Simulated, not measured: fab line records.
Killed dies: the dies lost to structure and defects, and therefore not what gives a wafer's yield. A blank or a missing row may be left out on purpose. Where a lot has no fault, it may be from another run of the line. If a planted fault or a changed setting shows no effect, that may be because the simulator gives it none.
Which tool was responsible? -- flow nand harc -- at 1 step of a route of 1302, 12 lots with 36 wafers sampled

== WHAT THE GAUGES READ, wafer by wafer ==
NHARC_P_ZERO_WELL_CD_MEAS_11: the cd target is 500 nm.
lot,measured,on,cd nm (nm)
L075,day 2 07:22,cd sem-02,499.2 502.0 498.2
L077,day 3 03:07,cd sem-02,497.7 500.1 499.9
L079,day 3 23:14,cd sem-03,497.7 496.9 497.9
L081,day 4 19:14,cd sem-01,497.1 499.8 498.1
L083,day 5 15:19,cd sem-01,501.3 502.9 502.2
L085,day 6 11:19,cd sem-01,500.7 499.2 500.5
L087,day 7 07:15,cd sem-03,501.5 501.3 499.5
L089,day 8 03:11,cd sem-03,498.9 500.0 499.1
L091,day 8 23:15,cd sem-03,502.2 501.3 502.8
L093,day 9 19:08,cd sem-01,499.3 501.4 499.7
L095,day 10 15:35,cd sem-01,502.1 501.1 500.9
L097,day 11 11:14,cd sem-02,498.4 500.6 500.0

== WHICH TOOL RAN EACH LOT (tool, then ch and the chambers of the sampled wafers, then the start) ==
The record holds no process step before these readings.

== THE ANSWER, worked out from the rows above alone ==
Rule: the lots themselves supply what counts as usual. The widest of any qualifying gaps counts: lots, ordered by their means at a reading, are off when they make up no more than a third of the lots, leave a main group of 4 or more, and stand apart from it by 3 or more times the standard deviation of that group's means. The tables above print the reading to a certain number of digits; a main group whose means all agree to those digits is not used. A lot without any number at a reading at which 4 lots or more have one is off too. All remaining lots with rows at the step are treated as sound.
None of the lots is off at any reading shown; this tells nothing.

== WHAT THE SIMULATOR HAD INSERTED ==
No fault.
